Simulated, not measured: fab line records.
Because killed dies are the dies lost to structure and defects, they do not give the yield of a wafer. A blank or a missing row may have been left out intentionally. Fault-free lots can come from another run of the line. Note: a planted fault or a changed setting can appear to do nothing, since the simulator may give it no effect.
fab line records	flow nand_harc	part 1 of 2: steps 1 to 3 of 6
record lots=22	wafers=66	last_day=33
route steps=1302 shown A_CONTACT@1018
lots that met no fault: from a run of the same line without faults
start_h: hours from the record's opening day to when the first of the lot's shown wafers began	wait_h: hours since the lot's step before	" unchanged from the row above	L1.1+2: several wafers, shown together as one row	- no value, or no start was given	* or withheld: withheld	< > ~ a bound
route shown NAME@n: NAME is a module with steps in the file, n the number in the route of the first one	usual: average and standard deviation across the fault-free wafers	same: alike in all rows	chamber/n: place in a boat	sites: the reading at each site	_std_site: their standard deviation	_edge_site: mean of outer sites minus mean of inner sites	radius_mm: how far each site lies from the wafer's centre	mask NAME#n: copy n	behind: tool/chamber where the wafer was last shaped	hold: what put the lot on hold/how long, in hours/how the hold closed	device: which transistor (n, p or np) failed to switch	end of line: tests run on the same wafers once the route is complete	a step without rows: its recipe alone	killed: the dies lost at the first sort to structure and to defects; this is not the yield of the wafer	map: dies across one wafer; x = killed, . = not, _ = none there
set.NAME: the setting as run; set.NAME@STEP: as run at that earlier step	model.NAME: the simulator's own value behind a step, which no gauge read
steps of the route over a sample of lots; a table a step, a row a wafer
services: the hour from which a tool's chamber was out of use, counted from the record's first day as start_h (under 0 if before that day), plus the number of hours and why
## steps
# step NHARC_A_CONTACT_ETCH_90
# recipe target_depth_a=400	over_etch_frac=0.5	time_s=85.7	ion_energy_ev=120	ch3f_flow_sccm=50	o2_flow_sccm=30	ar_flow_sccm=200	rf_w=500	bias_w=100	chemistry=CH3F/O2
# usual drypump_motor_current_A=5.6/0.36	oes_product_au=0.96/0.035	rf_vpp_V=243.8/1.6	showerhead_plenum_p_Torr=2.42/0.093	throttle_valve_pct=20.664/0.0088
lot.wafer	tool	chamber	start_h	wait_h	drypump_motor_current_A	oes_product_au	rf_hours_counter_h	rf_vpp_V	showerhead_plenum_p_Torr	throttle_valve_pct
L074.4	rie_diel-01	2	473.64	0.7	5.5	1.00	26	243.9	2.50	20.658
L074.1	"	3	"	"	6.6	1.01	26	242.8	2.33	20.672
L074.2	"	0	"	"	5.8	1.00	29	242.6	2.28	20.666
L075.3	rie_diel-07	0	500.54	0.6	5.8	1.01	2	242.5	2.35	20.665
L075.1	"	2	"	"	5.3	1.02	2	244.3	2.47	20.640
L075.6	"	0	"	"	5.8	1.00	-	245.3	2.35	20.674
L077.4	rie_diel-07	2	513.87	0.7	5.3	0.94	5	245.5	2.47	20.673
L077.6	"	1	"	"	5.3	0.95	-	242.5	2.39	20.666
L077.5	"	2	"	"	5.3	0.94	-	243.6	2.47	20.661
L076.1	rie_diel-01	1	514.67	0.9	5.2	0.92	49	242.2	2.29	20.659
L076.4	"	2	"	"	5.5	0.92	42	245.6	2.50	20.666
L076.5	"	3	"	"	6.6	0.93	-	242.4	2.32	20.663
L078.2	rie_diel-04	1	541.78	0.9	5.8	0.99	0	244.8	2.50	20.666
L078.1	"	0	"	"	5.3	0.99	0	242.7	2.40	20.660
L078.6	"	1	"	"	5.8	0.99	-	244.8	2.50	20.681
L079.1	rie_diel-07	0	545.99	0.8	5.8	0.94	8	243.3	2.35	20.661
L079.4	"	3	"	"	5.3	0.95	10	243.1	2.44	20.673
L079.6	"	1	"	"	5.4	0.94	-	242.3	2.39	20.657
L080.3	rie_diel-04	2	548.89	0.6	5.4	0.98	2	245.0	2.48	20.661
L080.2	"	0	"	"	5.4	0.98	3	243.1	2.39	20.658
L080.5	"	2	"	"	5.4	0.98	-	245.0	2.48	20.664
L081.2	rie_diel-07	3	558.54	0.8	5.3	1.01	13	244.3	2.44	20.663
L081.3	"	0	"	"	5.8	1.01	11	242.1	2.35	20.662
L081.4	"	1	"	"	5.4	1.01	11	242.1	2.39	20.663
L082.4	rie_diel-07	0	560.02	0.6	5.9	1.00	11	241.9	2.35	20.675
L082.3	"	2	"	"	5.3	0.99	13	245.8	2.46	20.663
L082.5	"	3	"	"	5.3	1.01	-	244.6	2.44	20.653
L083.4	rie_diel-07	0	578.89	0.7	5.9	0.93	14	241.0	2.34	20.659
L083.3	"	2	"	"	5.3	0.93	16	244.6	2.46	20.651
L083.6	"	3	"	"	5.3	0.94	-	243.7	2.44	20.681
L085.1	rie_diel-07	0	591.06	0.9	5.8	0.92	17	242.8	2.34	20.669
L085.3	"	1	"	"	5.3	0.92	16	242.7	2.38	20.665
L085.4	"	2	"	"	5.3	0.92	18	245.5	2.46	20.670
L084.1	rie_diel-07	3	591.86	0.9	5.3	1.01	19	244.4	2.44	20.661
L084.5	"	0	"	"	5.8	1.00	-	242.0	2.34	20.655
L084.6	"	1	"	"	5.4	1.00	-	243.2	2.38	20.669
L086.2	rie_diel-07	2	612.59	0.9	5.3	1.00	22	245.1	2.46	20.682
L086.5	"	3	"	"	5.3	1.00	-	243.6	2.44	20.686
L086.6	"	0	"	"	5.8	1.01	-	242.2	2.34	20.653
L087.2	rie_diel-01	3	612.86	0.8	6.6	0.92	16	241.7	2.31	20.668
L087.1	"	0	"	"	5.8	0.92	15	246.7	2.65	20.671
L087.6	"	3	"	"	6.5	0.92	-	243.0	2.31	20.673
L089.2	rie_diel-07	2	641.35	0.9	5.3	0.96	25	244.8	2.46	20.662
L089.1	"	0	"	"	5.8	0.96	24	241.8	2.34	20.660
L089.6	"	1	"	"	5.3	0.95	-	243.1	2.38	20.650
L088.4	rie_diel-07	0	647.62	0.7	5.8	0.93	26	242.0	2.34	20.662
L088.1	"	1	"	"	5.3	0.93	24	242.6	2.38	20.659
L088.5	"	2	"	"	5.3	0.93	-	245.2	2.46	20.664
L090.1	rie_diel-01	3	653.65	1.0	6.6	0.94	27	243.2	2.31	20.657
L090.6	"	3	"	"	6.6	0.93	-	242.3	2.31	20.681
L090.4	"	1	"	"	5.3	0.93	-	242.0	2.28	20.677
L091.1	rie_diel-04	2	657.66	0.8	5.4	0.92	27	245.0	2.47	20.654
L091.4	"	3	"	"	6.2	0.93	38	246.5	2.62	20.657
L091.2	"	0	"	"	5.4	0.92	40	242.8	2.38	20.669
L092.4	rie_diel-01	3	663.00	0.6	6.6	1.00	29	243.0	2.31	20.668
L092.2	"	2	"	"	5.5	1.01	29	244.1	2.48	20.656
L092.6	"	3	"	"	6.5	1.00	-	242.1	2.31	20.658
L093.1	rie_diel-07	1	685.49	0.8	5.3	0.96	3	243.1	2.38	20.666
L093.2	"	2	"	"	5.3	0.96	3	244.3	2.46	20.671
L093.5	"	2	"	"	5.3	0.97	-	244.0	2.46	20.664
L095.2	rie_diel-01	0	706.38	0.8	5.9	0.93	38	246.7	2.64	20.666
L095.4	"	0	"	"	5.8	0.93	-	247.7	2.64	20.663
L095.5	"	2	"	"	5.5	0.93	-	243.6	2.47	20.663
L097.2	rie_diel-07	0	713.36	0.9	5.9	1.01	9	243.7	2.34	20.652
L097.4	"	1	"	"	5.3	1.01	8	244.4	2.38	20.642
L097.6	"	3	"	"	5.3	1.00	-	242.9	2.43	20.681
# step NHARC_A_CONTACT_STRIP_55
# recipe o2_flow_sccm=500	ar_flow_sccm=0	bias_w=0	chemistry=O2
# usual drypump_motor_current_A=5.6/0.36	oes_product_au=1.000/0.0077	rf_vpp_V=57.7/0.89	showerhead_plenum_p_Torr=3.48/0.13	throttle_valve_pct=17.037/0.0086
lot.wafer	tool	chamber	start_h	wait_h	drypump_motor_current_A	oes_product_au	rf_hours_counter_h	rf_vpp_V	showerhead_plenum_p_Torr	throttle_valve_pct
L074.1	rie_diel-04	2	-	-	5.4	1.005	33	57.0	3.57	17.031
L074.2	"	3	"	"	6.3	1.002	37	57.7	3.79	17.036
L074.4	"	1	"	"	5.8	0.983	33	57.4	3.59	17.037
L075.1	rie_diel-07	3	-	-	5.3	1.006	2	57.6	3.51	17.054
L075.3	"	0	"	"	5.9	1.003	2	57.8	3.38	17.044
L075.6	"	3	"	"	5.3	0.997	-	56.4	3.51	17.041
L077.4	rie_diel-01	3	-	-	6.5	1.006	41	58.2	3.34	17.039
L077.6	"	2	"	"	5.5	0.992	-	59.9	3.58	17.043
L077.5	"	3	"	"	6.5	0.993	-	58.4	3.34	17.038
L076.4	rie_diel-07	3	-	-	5.3	1.004	5	58.6	3.51	17.037
L076.1	"	0	"	"	5.9	1.006	4	58.5	3.38	17.052
L076.5	"	3	"	"	5.3	1.001	-	57.8	3.51	17.029
L078.2	rie_diel-04	1	-	-	5.8	0.990	0	57.5	3.58	17.036
L078.1	"	3	"	"	6.3	0.992	0	56.9	3.77	17.037
L078.6	"	1	"	"	5.8	0.991	-	59.0	3.58	17.043
L079.4	rie_diel-07	2	-	-	5.3	1.006	10	57.0	3.54	17.034
L079.1	"	0	"	"	5.8	0.997	8	55.6	3.37	17.037
L079.6	"	1	"	"	5.4	1.013	-	57.0	3.43	17.032
L080.3	rie_diel-07	1	-	-	5.4	0.997	9	58.7	3.43	17.043
L080.2	"	3	"	"	5.4	0.999	11	58.0	3.50	17.036
L080.5	"	1	"	"	5.4	0.998	-	58.2	3.43	17.038
L081.3	rie_diel-07	1	-	-	5.3	1.014	11	58.0	3.43	17.040
L081.2	"	3	"	"	5.3	1.005	13	58.4	3.50	17.035
L081.4	"	0	"	"	5.9	1.001	11	57.7	3.37	17.046
L082.3	rie_diel-07	2	-	-	5.3	0.987	13	58.1	3.54	17.019
L082.4	"	1	"	"	5.4	1.000	11	57.6	3.43	17.034
L082.5	"	2	"	"	5.3	0.987	-	58.2	3.54	17.034
L083.3	rie_diel-07	1	-	-	5.3	1.014	14	58.3	3.43	17.037
L083.4	"	2	"	"	5.3	1.003	16	56.7	3.53	17.024
L083.6	"	2	"	"	5.3	1.000	-	57.0	3.53	17.032
L085.4	rie_diel-07	3	-	-	5.4	1.015	19	57.1	3.50	17.043
L085.3	"	0	"	"	5.8	1.000	17	58.1	3.37	17.044
L085.1	"	2	"	"	5.3	1.003	18	59.0	3.53	17.028
L084.1	rie_diel-07	2	-	-	5.3	1.004	18	57.9	3.53	17.030
L084.6	"	3	"	"	5.3	1.014	-	57.3	3.50	17.029
L084.5	"	0	"	"	5.9	1.013	-	58.2	3.37	17.031
L086.2	rie_diel-07	1	-	-	5.4	1.001	19	57.3	3.42	17.032
L086.6	"	1	"	"	5.4	1.011	-	57.5	3.42	17.033
L086.5	"	2	"	"	5.3	1.005	-	57.7	3.53	17.043
L087.2	rie_diel-01	1	-	-	5.3	1.001	15	57.6	3.28	17.049
L087.1	"	3	"	"	6.5	0.995	16	57.2	3.32	17.047
L087.6	"	0	"	"	5.8	1.000	-	58.5	3.80	17.042
L089.1	rie_diel-04	3	-	-	6.2	0.996	34	59.4	3.75	17.049
L089.2	"	0	"	"	5.4	0.984	36	58.4	3.42	17.037
L089.6	"	0	"	"	5.4	0.996	-	58.3	3.42	17.043
L088.1	rie_diel-01	2	-	-	5.5	0.994	25	58.5	3.56	17.033
L088.4	"	3	"	"	6.6	0.999	25	56.8	3.32	17.046
L088.5	"	2	"	"	5.5	0.994	-	57.8	3.56	17.040
L090.1	rie_diel-04	3	-	-	6.3	0.998	38	59.0	3.75	17.025
L090.4	"	0	"	"	5.4	0.991	40	57.9	3.42	17.043
L090.6	"	2	"	"	5.4	0.994	-	56.9	3.54	17.027
L091.2	rie_diel-01	1	-	-	5.2	1.003	27	56.1	3.28	17.035
L091.1	"	2	"	"	5.5	0.996	28	59.0	3.56	17.033
L091.4	"	3	"	"	6.6	0.998	-	57.4	3.32	17.026
L092.2	rie_diel-07	0	-	-	5.8	1.005	1	57.1	3.36	17.055
L092.4	"	3	"	"	5.3	1.012	1	56.5	3.50	17.042
L092.6	"	1	"	"	5.4	1.010	-	58.1	3.42	17.049
L093.2	rie_diel-01	2	-	-	5.5	0.998	31	58.9	3.55	17.042
L093.1	"	0	"	"	5.8	0.996	32	58.3	3.79	17.030
L093.5	"	2	"	"	5.5	0.993	-	58.1	3.55	17.030
L095.4	rie_diel-07	0	-	-	5.8	0.996	8	58.4	3.36	17.034
L095.2	"	3	"	"	5.4	1.010	8	56.0	3.49	17.031
L095.5	"	0	"	"	5.9	1.004	-	57.5	3.36	17.058
L097.4	rie_diel-07	0	-	-	5.8	1.009	9	58.3	3.36	17.043
L097.2	"	2	"	"	5.3	1.001	8	57.1	3.52	17.050
L097.6	"	0	"	"	5.9	0.999	-	56.6	3.36	17.023
# step NHARC_A_CONTACT_ETCH_76
# recipe target_depth_a=2600	over_etch_frac=0.3	time_s=475.3	ion_energy_ev=200	n2_flow_sccm=150	h2_flow_sccm=150	ar_flow_sccm=0	rf_w=400	bias_w=150	chemistry=N2/H2
# usual drypump_motor_current_A=5.6/0.35	oes_product_au=1.000/0.0075	rf_vpp_V=430.1/2.7	showerhead_plenum_p_Torr=2.02/0.09	throttle_valve_pct=14.171/0.0088
lot.wafer	tool	chamber	start_h	wait_h	drypump_motor_current_A	oes_product_au	rf_hours_counter_h	rf_vpp_V	showerhead_plenum_p_Torr	throttle_valve_pct
L074.1	rie_diel-04	2	-	-	5.4	0.985	35	431.7	2.07	14.162
L074.4	"	3	"	"	6.3	0.987	40	434.9	2.20	14.160
L074.2	"	0	"	"	5.4	0.982	39	430.5	1.99	14.173
L075.3	rie_diel-07	1	-	-	5.3	1.003	2	428.8	1.98	14.171
L075.1	"	3	"	"	5.4	1.001	3	429.2	2.03	14.159
L075.6	"	2	"	"	5.3	1.006	-	432.0	2.05	14.162
L077.4	rie_diel-07	3	-	-	5.3	0.999	5	429.2	2.03	14.170
L077.6	"	2	"	"	5.3	1.003	-	431.8	2.05	14.167
L077.5	"	3	"	"	5.3	1.011	-	430.1	2.03	14.169
L076.1	rie_diel-04	2	-	-	5.4	0.988	51	431.5	2.06	14.170
L076.4	"	0	"	"	5.4	1.000	55	430.2	1.99	14.170
L076.5	"	1	"	"	5.8	0.993	-	431.4	2.07	14.181
L078.2	rie_diel-07	2	-	-	5.3	1.009	10	431.5	2.05	14.162
L078.1	"	3	"	"	5.3	1.017	11	429.3	2.02	14.176
L078.6	"	1	"	"	5.4	1.005	-	430.2	1.98	14.169
L079.4	rie_diel-07	3	-	-	5.3	1.001	11	429.3	2.02	14.177
L079.1	"	2	"	"	5.3	0.987	12	430.5	2.04	14.165
L079.6	"	0	"	"	5.8	0.991	-	427.3	1.94	14.178
L080.3	rie_diel-01	2	-	-	5.5	0.997	61	430.1	2.07	14.182
L080.2	"	0	"	"	5.8	1.005	61	425.7	1.87	14.166
L080.5	"	2	"	"	5.5	1.001	-	431.2	2.07	14.172
L081.4	rie_diel-01	1	-	-	5.2	0.991	0	428.4	1.89	14.181
L081.3	"	2	"	"	5.5	0.991	0	431.3	2.07	14.165
L081.2	"	3	"	"	6.6	0.995	0	426.3	1.91	14.147
L082.3	rie_diel-01	0	-	-	5.8	0.999	2	434.9	2.22	14.169
L082.4	"	3	"	"	6.5	1.004	2	427.6	1.91	14.173
L082.5	"	1	"	"	5.2	0.991	-	426.6	1.89	14.163
L083.3	rie_diel-07	1	-	-	5.3	0.999	15	428.5	1.97	14.176
L083.4	"	3	"	"	5.3	1.010	17	429.8	2.02	14.166
L083.6	"	0	"	"	5.8	1.000	-	428.6	1.94	14.171
L085.3	rie_diel-07	0	-	-	5.8	1.014	18	427.3	1.94	14.175
L085.4	"	2	"	"	5.2	1.004	19	432.1	2.04	14.188
L085.1	"	3	"	"	5.3	1.003	21	429.6	2.02	14.180
L084.1	rie_diel-04	3	-	-	6.3	1.005	25	435.0	2.19	14.162
L084.5	"	3	"	"	6.2	1.007	-	435.2	2.19	14.159
L084.6	"	0	"	"	5.4	0.995	-	428.7	1.98	14.174
L086.2	rie_diel-07	0	-	-	5.9	1.004	21	425.8	1.94	14.178
L086.5	"	2	"	"	5.3	1.008	-	430.6	2.04	14.188
L086.6	"	3	"	"	5.3	1.002	-	429.3	2.02	14.163
L087.1	rie_diel-04	3	-	-	6.3	1.012	29	436.6	2.19	14.167
L087.2	"	1	"	"	5.8	1.000	25	430.8	2.06	14.172
L087.6	"	3	"	"	6.2	1.000	-	435.4	2.19	14.169
L089.1	rie_diel-07	1	-	-	5.3	0.982	24	427.3	1.97	14.170
L089.2	"	2	"	"	5.3	1.003	27	430.1	2.04	14.170
L089.6	"	3	"	"	5.3	1.000	-	429.5	2.02	14.176
L088.1	rie_diel-01	1	-	-	5.2	1.004	26	428.4	1.88	14.174
L088.4	"	3	"	"	6.5	0.994	-	427.1	1.91	14.191
L088.5	"	1	"	"	5.2	0.999	-	425.9	1.88	14.169
L090.1	rie_diel-01	3	-	-	6.6	1.010	28	427.1	1.91	14.179
L090.4	"	0	"	"	5.8	1.005	26	435.6	2.21	14.177
L090.6	"	2	"	"	5.5	1.002	-	431.8	2.06	14.157
L091.4	rie_diel-04	3	-	-	6.2	1.002	40	434.9	2.18	14.172
L091.1	"	0	"	"	5.4	0.994	42	428.9	1.97	14.172
L091.2	"	1	"	"	5.8	0.999	42	430.2	2.06	14.175
L092.2	rie_diel-04	3	-	-	6.3	0.998	41	434.3	2.18	14.170
L092.4	"	0	"	"	5.4	0.996	43	428.5	1.97	14.187
L092.6	"	1	"	"	5.8	0.998	-	432.5	2.06	14.171
L093.1	rie_diel-07	3	-	-	5.3	0.994	4	431.5	2.02	14.169
L093.2	"	2	"	"	5.3	1.011	3	430.4	2.04	14.162
L093.5	"	0	"	"	5.8	1.002	-	427.1	1.93	14.160
L095.4	rie_diel-07	0	-	-	5.8	1.008	8	427.4	1.93	14.177
L095.2	"	1	"	"	5.4	1.008	7	426.9	1.97	14.171
L095.5	"	0	"	"	5.8	1.011	-	428.9	1.93	14.176
L097.4	rie_diel-07	2	-	-	5.3	1.012	8	430.3	2.04	14.165
L097.2	"	1	"	"	5.4	1.008	9	428.6	1.97	14.162
L097.6	"	2	"	"	5.3	1.008	-	430.8	2.04	14.181
